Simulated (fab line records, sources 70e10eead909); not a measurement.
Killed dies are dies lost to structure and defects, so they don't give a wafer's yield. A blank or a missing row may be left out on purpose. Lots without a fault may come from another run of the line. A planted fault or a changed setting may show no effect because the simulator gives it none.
Problem report in the 8D (eight disciplines) form, filled by code | flow nand_harc | the parts of the form that need people (team, actions taken, sign-off) are left out

1. THE PROBLEM
run_length_s at NHARC_A_STAIRCASE_TRIM_191 reads a mean of 225.8 s on 1 wafer of 1 lot; wafers without a fault read 232.6 s with a standard deviation of 0.47. That is -14 standard deviations from the usual mean.
The step: chemistry O2, time 211.2 s.
First seen on wafer L555.4, day 20 04:33, on rie_diel-02. The record holds 33 wafers of 11 lots with a number at this step. Rule for "out", or "out of limits": more than 4 standard deviations from the usual mean. The other wafers with a number count as sound.

2. WHAT IT IS AND WHAT IT IS NOT
question                    | is                | is not
which readings at this step | run_length_s      | chamber_pressure_mTorr, drypump_motor_current_A, oes_product_au, rf_vpp_V, showerhead_plenum_p_Torr, throttle_valve_pct
which lots                  | L555              | L546, L547, L549, L557, L559, L563, L565, L566, L567, L568
which wafers of those lots  | L555.4            | L555.2, L555.3
read on which tools         | rie_diel-02       | rie_diel-01, rie_diel-13
when                        | from day 20 04:33 | up to then (14 sound wafers); but 18 sound wafers of L559, L563, L565, L566, L567, L568 came after

3. SUSPECTS, AND WHAT RULES EACH OUT
Counting: a tool at a process step up to the reading stays a suspect if it ran every lot that is out. Sound lots after the first of them don't rule it out here, since some wafers of a struck lot are sound.
- rie_diel-02 at NHARC_A_STAIRCASE_DESCUM_186 (chemistry O2, time 3 s): kept. It ran the lot that is out, L555 (day 20 04:00); its last sound lot up to then is L547 (day 16 16:04).
- rie_diel-02 at NHARC_A_STAIRCASE_TRIM_191 (chemistry O2, time 211.2 s): kept. It ran the lot that is out, L555 (day 20 04:33); its last sound lot up to then is L547 (day 16 16:38). Its own readings are out on those wafers: run_length_s.
- Within rie_diel-02 at NHARC_A_STAIRCASE_DESCUM_186: the wafers that are out ran in chamber 3; their sound lot-mates ran in chambers 1, 2.
- Within rie_diel-02 at NHARC_A_STAIRCASE_TRIM_191: the wafers that are out ran in chamber 3; their sound lot-mates ran in chambers 0, 1.
Left after counting: rie_diel-02 at NHARC_A_STAIRCASE_DESCUM_186, rie_diel-02 at NHARC_A_STAIRCASE_TRIM_191.

4. THE CAUSE (what the simulator had put in)
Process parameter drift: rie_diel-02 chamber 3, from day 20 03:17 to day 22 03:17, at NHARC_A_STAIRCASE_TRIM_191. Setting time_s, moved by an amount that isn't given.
Counting left 2 suspects, and this tool is among them.

5. THE CHAIN OF EFFECTS, in route order
Each row: a reading whose mean over the struck wafers that have a number lies more than 3 standard deviations from the usual. Only readings for which the record gives a usual standard deviation are gone through. hours: the time from each lot's start at the first step in this table that gives one to its start at this step, as a median over the lots. sigmas: the change in usual standard deviations.
hours | step                       | reading      | usual   | on struck wafers | change | sigmas
0     | NHARC_A_STAIRCASE_TRIM_191 | run_length_s | 232.6 s | 225.8            | -6.8   | -14
The process steps in it:
- NHARC_A_STAIRCASE_TRIM_191: chemistry O2, time 211.2 s.

6. WHAT WOULD HAVE CAUGHT IT SOONER
In this record the first reading out of limits was taken at day 20 04:33, 1 hour after the fault began at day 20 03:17.
